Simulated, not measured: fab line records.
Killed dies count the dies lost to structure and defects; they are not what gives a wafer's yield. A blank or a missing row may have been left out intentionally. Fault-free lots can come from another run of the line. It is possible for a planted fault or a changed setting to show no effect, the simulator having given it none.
Chamber matching + flow nand-harc + NHARC_A_CHANNEL_FILL_D1_ALD_25 on ald-hk-03: 4 sister chambers
The step deposits SiOx, target thk 60 nm, pulse time 10 s, ald cycles 600. 24 wafers are shown with their chamber, then 12 later ones without.

== WAFERS WITH THEIR CHAMBER ==
| wafer  | chamber | heater-power-w (W) | precursor-pulse-height-rel |
|--------|---------|--------------------|----------------------------|
| L074.1 | 1       | 495                | 0.998                      |
| L074.3 | 0       | 404                | 0.981                      |
| L074.6 | 1       | 482                | 1.003                      |
| L077.1 | 1       | 494                | 1.033                      |
| L077.5 | 0       | 412                | 1.030                      |
| L077.6 | 1       | 487                | 0.980                      |
| L079.3 | 3       | 429                | 1.016                      |
| L079.1 | 1       | 501                | 1.017                      |
| L079.5 | 2       | 412                | 0.987                      |
| L081.1 | 0       | 424                | 1.070                      |
| L081.4 | 1       | 498                | 1.012                      |
| L081.5 | 0       | 418                | 1.017                      |
| L083.2 | 2       | 418                | 0.985                      |
| L083.3 | 0       | 424                | 0.960                      |
| L083.6 | 3       | 429                | 1.029                      |
| L084.1 | 2       | 409                | 0.992                      |
| L084.5 | 1       | 487                | 0.985                      |
| L084.6 | 2       | 414                | 0.976                      |
| L086.1 | 1       | 497                | 0.981                      |
| L086.3 | 3       | 438                | 0.994                      |
| L086.5 | 2       | 422                | 0.991                      |
| L091.4 | 3       | 438                | 1.015                      |
| L091.1 | 1       | 500                | 0.995                      |
| L091.5 | 0       | 422                | 0.969                      |

SIGNATURES (averages over the wafers above)
| reading                    | chamber 0 | chamber 1 | chamber 2 | chamber 3 | scatter within a chamber |
|----------------------------|-----------|-----------|-----------|-----------|--------------------------|
| heater-power-w             | 417.33    | 493.44    | 415.00    | 433.50    | 6.53                     |
| precursor-pulse-height-rel | 1.00450   | 1.00044   | 0.98620   | 1.01350   | 0.0247                   |
Rule: a wafer's distance from a chamber is the root of the sum, over the readings, of the square of ((its reading less the chamber's mean) divided by the reading's scatter). If the next closest chamber is less than 2 further off than the closest, the wafer can't be placed; otherwise it belongs to the closest. How the scatter is found: for the shown wafers, subtract from each reading the mean of its chamber, square and add these, divide the total by (wafers less chambers), then take the root.

== WAFERS MISSING THEIR CHAMBER ==
| wafer  | heater-power-w (W) | precursor-pulse-height-rel |
|--------|--------------------|----------------------------|
| L092.1 | 444                | 0.992                      |
| L092.2 | 432                | 1.004                      |
| L092.4 | 485                | 0.990                      |
| L094.2 | 413                | 1.012                      |
| L094.3 | 434                | 1.015                      |
| L094.5 | 427                | 1.029                      |
| L095.3 | 435                | 0.999                      |
| L095.4 | 476                | 0.988                      |
| L095.5 | 428                | 0.974                      |
| L097.2 | 490                | 0.966                      |
| L097.3 | 444                | 0.968                      |
| L097.5 | 473                | 0.975                      |

== WHICH CHAMBER EACH WENT THROUGH ==
| wafer  | from the rows above          | in truth                   |
|--------|------------------------------|----------------------------|
| L092.1 | 3                            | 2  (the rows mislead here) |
| L092.2 | can't be placed: 3 or 0      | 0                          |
| L092.4 | 1                            | 1                          |
| L094.2 | can't be placed: 0 or 2      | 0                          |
| L094.3 | 3                            | 3                          |
| L094.5 | can't be placed: 3 or 0 or 2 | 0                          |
| L095.3 | 3                            | 3                          |
| L095.4 | 1                            | 1                          |
| L095.5 | can't be placed: 3 or 0 or 2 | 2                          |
| L097.2 | 1                            | 1                          |
| L097.3 | can't be placed: 3 or 0      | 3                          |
| L097.5 | 1                            | 1                          |
Placed correctly: 6 of 12. These rows do not allow placing 5 (true chamber among the candidates in 5). 1 placed wrongly.
